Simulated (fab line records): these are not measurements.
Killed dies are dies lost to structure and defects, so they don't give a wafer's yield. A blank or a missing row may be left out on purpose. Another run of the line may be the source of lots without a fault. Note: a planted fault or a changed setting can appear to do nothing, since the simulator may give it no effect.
Problem report in the 8D (eight disciplines) form, filled by code | flow nand-harc | the parts of the form that need people (team, actions taken, sign-off) are left out

== 1. WHAT IS WRONG ==
At NHARC_END_SORT_01, killed-dies averages 677 over 2 wafers from 2 lots, while fault-free wafers read 59, standard deviation 17. That is +36 standard deviations from the usual mean.
The first sign was on wafer L574.5 at day 31 02:25, on prober-02. The record has a number at this step for 6 wafers belonging to 2 lots. The rule behind "out" and "out of limits": a value lying over 4 standard deviations away from the usual mean. Any other wafer with a number is counted as sound.

== 2. WHAT THIS IS AND IS NOT ==
question                    | is                           | is not
which readings at this step | killed-dies, killed-at-array | killed-at-other, killed-at-periphery, killed-open, killed-short
which lots                  | L574, L578                   | -
which wafers of those lots  | L574.5, L578.3               | L574.1, L574.2, L578.1, L578.2
read on which gauges        | prober-01, prober-02         | -
when                        | from day 31 02:25            | up to then (2 sound wafers); but 2 sound wafers of L578 came after

== 3. THE SUSPECTS, EACH WITH WHAT RULES IT OUT ==
Counting: any tool at a process step up to the reading remains a suspect provided it ran every lot that is out. Sound lots after the first of them don't rule it out here, since some wafers of a struck lot are sound.
- the gauge at NHARC_END_SORT_01 has been ruled out. The wafers that are out were read on 2 gauges (prober-01, prober-02).
- ald-sin-batch-01 at NHARC_A_CHANNEL_FILL_D2_ALD_15 (deposits SiNx, target thk 2 nm, pulse time 60 s, ald cycles 19): kept. It ran every lot that is out, first L574 (day 21 14:59). NHARC_A_CHANNEL_FILL_D2_ALD_15: start missing for some lots; hours and lot order therefore follow NHARC_A_CHANNEL_FILL_D2_CMP_10.
- rtp-anneal-01 at NHARC_A_CHANNEL_FILL_D2_RTA_24 (time 5 s): kept. It ran every lot that is out, first L574 (day 21 15:21).
- rie-diel-12 at NHARC_A_STAIRCASE_ETCH_170 (etches the open film in C4F6/O2, target depth 200 nm, time 66.667 s): kept. It ran every lot that is out, first L574 (day 21 16:54). Its own run-length-s readings are out on those wafers.
The count leaves ald-sin-batch-01 at NHARC_A_CHANNEL_FILL_D2_ALD_15, rtp-anneal-01 at NHARC_A_CHANNEL_FILL_D2_RTA_24, and rie-diel-12 at NHARC_A_STAIRCASE_ETCH_170.

== 4. THE CAUSE (what the simulator had put in) ==
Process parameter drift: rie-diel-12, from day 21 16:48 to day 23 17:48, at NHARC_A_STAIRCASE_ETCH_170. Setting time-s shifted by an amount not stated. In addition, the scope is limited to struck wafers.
Of the 3 suspects that counting leaves, this tool is one.

== 5. SEQUENCE OF EFFECTS, ordered by route ==
Rows list readings where the struck wafers' mean (over those with a number) sits beyond 3 standard deviations from the usual. Scope: only readings with a usual standard deviation given in the record; hours: median across lots of the time from each lot's start at the first step in this table that gives one to its start at this step; sigmas: change in usual standard deviations.
hours | step                       | reading         | usual  | on struck wafers | change | sigmas
0     | NHARC_A_STAIRCASE_ETCH_170 | run-length-s    | 87.8 s | 77.9             | -9.9   | -25
219   | NHARC_END_SORT_01          | killed-at-array | 55     | 672              | +616   | +36
219   | NHARC_END_SORT_01          | killed-dies     | 59     | 677              | +618   | +36
The process steps in it:
- NHARC_A_STAIRCASE_ETCH_170: etches the open film in C4F6/O2, target depth 200 nm, time 66.667 s.

== 6. WHAT WOULD HAVE CAUGHT IT SOONER ==
226 hours passed between the start of the fault at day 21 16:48 and the first reading out of limits at a measuring or inspecting step in this record, taken at day 31 02:25.
At NHARC_A_STAIRCASE_ETCH_170, the tool's own readings (run-length-s) were out on each struck wafer the step has a row for, so an alarm limit on them would have fired on the first such wafer.
Lots out: 2; all had begun NHARC_A_STAIRCASE_ETCH_170 on rie-diel-12 by day 31 02:25. Holding the tool at that point would not have protected any of them.
